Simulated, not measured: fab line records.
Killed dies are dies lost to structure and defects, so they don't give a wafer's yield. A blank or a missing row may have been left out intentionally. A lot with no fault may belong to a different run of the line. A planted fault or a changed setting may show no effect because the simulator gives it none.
Which tool is to blame? || flow n5_finfet || 12 lots, 36 wafers sampled, at 2 steps of a route of 1938

## WHAT THE GAUGES SHOWED, per wafer
N5_HKMG_FIN_CD_MEAS_12 targets a cd of 92.8 nm.
{"lot": "L075", "measured": "day 4 07:49", "on": "cd_sem-03", "cd_nm (nm)": "91.5 91.2 91.4"}
{"lot": "L077", "measured": "day 4 21:25", "on": "cd_sem-01", "cd_nm (nm)": "93.1 92.8 93.1"}
{"lot": "L079", "measured": "day 5 13:53", "on": "cd_sem-03", "cd_nm (nm)": "93.1 93.6 93.7"}
{"lot": "L081", "measured": "day 5 22:48", "on": "cd_sem-01", "cd_nm (nm)": "93.2 93.6 92.3"}
{"lot": "L083", "measured": "day 6 07:03", "on": "cd_sem-03", "cd_nm (nm)": "92.8 92.9 91.9"}
{"lot": "L085", "measured": "day 7 03:26", "on": "cd_sem-03", "cd_nm (nm)": "93.0 93.0 92.1"}
{"lot": "L087", "measured": "day 7 09:38", "on": "cd_sem-01", "cd_nm (nm)": "91.7 92.9 92.8"}
{"lot": "L089", "measured": "day 7 22:40", "on": "cd_sem-02", "cd_nm (nm)": "93.0 92.0 92.9"}
{"lot": "L091", "measured": "day 8 11:26", "on": "cd_sem-02", "cd_nm (nm)": "93.4 93.2 91.5"}
{"lot": "L093", "measured": "day 8 22:42", "on": "cd_sem-01", "cd_nm (nm)": "92.2 91.9 92.7"}
{"lot": "L095", "measured": "day 9 10:59", "on": "cd_sem-03", "cd_nm (nm)": "91.6 92.0 91.4"}
{"lot": "L097", "measured": "day 9 23:10", "on": "cd_sem-02", "cd_nm (nm)": "92.1 92.6 91.8"}

## TOOL THAT RAN EACH LOT (tool first, then ch and the chambers of the sampled wafers, then the start)
{"lot": "L075", "N5_HKMG_FIN_PWFM_ALD_03": "ald_metal-02 ch 0,2,3, day 4 06:58"}
{"lot": "L077", "N5_HKMG_FIN_PWFM_ALD_03": "ald_metal-02 ch 2,3, day 4 20:34"}
{"lot": "L079", "N5_HKMG_FIN_PWFM_ALD_03": "ald_metal-02 ch 0,1,3, day 5 13:04"}
{"lot": "L081", "N5_HKMG_FIN_PWFM_ALD_03": "ald_metal-02 ch 0,2, day 5 21:58"}
{"lot": "L083", "N5_HKMG_FIN_PWFM_ALD_03": "ald_metal-02 ch 2,3, day 6 06:20"}
{"lot": "L085", "N5_HKMG_FIN_PWFM_ALD_03": "ald_metal-03 ch 1,2,3, day 7 02:37"}
{"lot": "L087", "N5_HKMG_FIN_PWFM_ALD_03": "ald_metal-02 ch 0,1, day 7 08:49"}
{"lot": "L089", "N5_HKMG_FIN_PWFM_ALD_03": "ald_metal-04 ch 2,3, day 7 21:36"}
{"lot": "L091", "N5_HKMG_FIN_PWFM_ALD_03": "ald_metal-03 ch 1,2, day 8 10:36"}
{"lot": "L093", "N5_HKMG_FIN_PWFM_ALD_03": "ald_metal-02 ch 0,2,3, day 8 21:52"}
{"lot": "L095", "N5_HKMG_FIN_PWFM_ALD_03": "ald_metal-03 ch 0,1,2, day 9 10:17"}
{"lot": "L097", "N5_HKMG_FIN_PWFM_ALD_03": "ald_metal-04 ch 0,2,3, day 9 22:26"}
- N5_HKMG_FIN_PWFM_ALD_03: deposits TiN, target thk 2 nm, pulse time 1 s, purge time 3 s.

## THE ANSWER, worked out from the rows above alone
Rule: the usual values come from the lots themselves. The widest of any qualifying gaps counts: lots, ordered by their means at a reading, are off when they make up no more than a third of the lots, leave a main group of 4 or more, and stand apart from it by 3 or more times the standard deviation of that group's means. A main group is skipped when, at the precision printed for the reading in the tables above, its means are all equal. Also off: a lot with no number at a reading for which 4 or more lots have one. Any other lot the step has rows for is counted as sound.
None of the lots is off at any reading shown; this tells nothing.

## WHAT WAS PUT IN BY THE SIMULATOR
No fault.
